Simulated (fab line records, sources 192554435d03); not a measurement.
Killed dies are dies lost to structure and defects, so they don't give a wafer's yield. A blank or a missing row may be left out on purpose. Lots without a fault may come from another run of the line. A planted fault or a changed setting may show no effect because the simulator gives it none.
Chamber matching | flow n5_finfet | N5_BEOL_M11_VIA_ETCH_34 on rie_diel-06: 4 sister chambers
The step etches SiCOH lowk in C4F6/O2, target depth 184.5 nm, time 69.2 s. 4 wafers are shown with their chamber, then 11 later ones without.

WAFERS WITH THEIR CHAMBER
wafer  | chamber | drypump_motor_current_A (A)
L081.6 | 2       | 6.0
L090.1 | 1       | 6.0
L090.5 | 3       | 5.1
L091.3 | 0       | 5.5

WAFERS WITHOUT THEIR CHAMBER
wafer  | drypump_motor_current_A (A)
L091.4 | 6.0
L091.5 | 6.0
L093.3 | 6.0
L093.5 | 6.0
L093.6 | 5.1
L092.1 | 5.1
L092.3 | 5.9
L092.5 | 5.1
L095.2 | 5.5
L095.5 | 6.0
L095.6 | 5.5

WHICH CHAMBER EACH WENT THROUGH
wafer  | from the rows above     | in truth
L091.4 | can't be placed: 1 or 2 | 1
L091.5 | can't be placed: 1 or 2 | 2
L093.3 | can't be placed: 1 or 2 | 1
L093.5 | can't be placed: 1 or 2 | 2
L093.6 | 3                       | 3
L092.1 | 3                       | 3
L092.3 | can't be placed: 1 or 2 | 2
L092.5 | 3                       | 3
L095.2 | 0                       | 0
L095.5 | can't be placed: 1 or 2 | 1
L095.6 | 0                       | 0
Placed correctly: 5 of 11. Can't be placed from these rows: 6 (the true chamber is among the candidates in 6). Placed wrongly: 0.
How it was worked out, from the rows above alone: a wafer's distance from a chamber is the root of the sum, over the readings, of the square of ((its reading less the chamber's mean) divided by the reading's scatter). The wafer belongs to the nearest chamber; if the next one is less than 2 further off, it can't be placed. A chamber's mean is the mean of its shown wafers. The scatter: with one shown wafer a chamber, the root of the mean of the squares of how far each hidden wafer lies from its nearest shown one.
